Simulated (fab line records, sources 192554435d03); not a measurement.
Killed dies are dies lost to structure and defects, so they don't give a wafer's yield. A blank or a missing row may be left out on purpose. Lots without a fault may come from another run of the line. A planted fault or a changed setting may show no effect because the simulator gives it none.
Chamber matching | flow n5_finfet | N5_BEOL_M0_SAQP_DESCUM_19 on rie_diel-06: 4 sister chambers
The step chemistry O2, time 7.9 s. 14 wafers are shown with their chamber, then 7 later ones without.

WAFERS WITH THEIR CHAMBER
wafer  | chamber | drypump_motor_current_A (A) | showerhead_plenum_p_Torr (Torr) | rf_vpp_V (V)
L596.1 | 1       | 5.9                         | 2.06                            | 244.0
L596.4 | 0       | 6.1                         | 2.11                            | 242.8
L596.5 | 3       | 6.8                         | 1.97                            | 241.7
L599.2 | 2       | 4.9                         | 2.07                            | 243.3
L599.5 | 2       | 4.9                         | 2.07                            | 243.7
L599.6 | 3       | 6.8                         | 1.97                            | 240.3
L600.2 | 0       | 6.1                         | 2.11                            | 243.5
L600.4 | 3       | 6.8                         | 1.97                            | 240.0
L600.5 | 3       | 6.8                         | 1.97                            | 241.2
L606.2 | 2       | 4.9                         | 2.07                            | 243.7
L606.3 | 3       | 6.8                         | 1.96                            | 239.9
L606.5 | 0       | 6.1                         | 2.10                            | 244.9
L608.1 | 2       | 4.9                         | 2.07                            | 243.8
L608.2 | 1       | 6.0                         | 2.06                            | 244.0

SIGNATURES (means of the wafers above)
reading                  | chamber 0 | chamber 1 | chamber 2 | chamber 3 | scatter within a chamber
drypump_motor_current_A  | 6.100     | 5.950     | 4.900     | 6.800     | 0.0224
showerhead_plenum_p_Torr | 2.1067    | 2.0600    | 2.0700    | 1.9680    | 0.00383
rf_vpp_V                 | 243.733   | 244.000   | 243.625   | 240.620   | 0.703
Rule: a wafer's distance from a chamber is the root of the sum, over the readings, of the square of ((its reading less the chamber's mean) divided by the reading's scatter). The wafer belongs to the nearest chamber; if the next one is less than 2 further off, it can't be placed. The scatter: the root of (the sum of the squares of (reading less its chamber's mean) over the shown wafers, divided by (wafers less chambers)).

WAFERS WITHOUT THEIR CHAMBER
wafer  | drypump_motor_current_A (A) | showerhead_plenum_p_Torr (Torr) | rf_vpp_V (V)
L608.3 | 6.8                         | 1.96                            | 240.8
L615.2 | 6.0                         | 2.06                            | 242.0
L615.3 | 4.9                         | 2.06                            | 242.7
L615.6 | 6.1                         | 2.10                            | 243.2
L616.3 | 4.9                         | 2.06                            | 243.5
L616.5 | 6.0                         | 2.06                            | 242.1
L616.6 | 6.1                         | 2.10                            | 242.2

WHICH CHAMBER EACH WENT THROUGH
wafer  | from the rows above | in truth
L608.3 | 3                   | 3
L615.2 | 1                   | 1
L615.3 | 2                   | 2
L615.6 | 0                   | 0
L616.3 | 2                   | 2
L616.5 | 1                   | 1
L616.6 | 0                   | 0
Placed correctly: 7 of 7. Can't be placed from these rows: 0. Placed wrongly: 0.
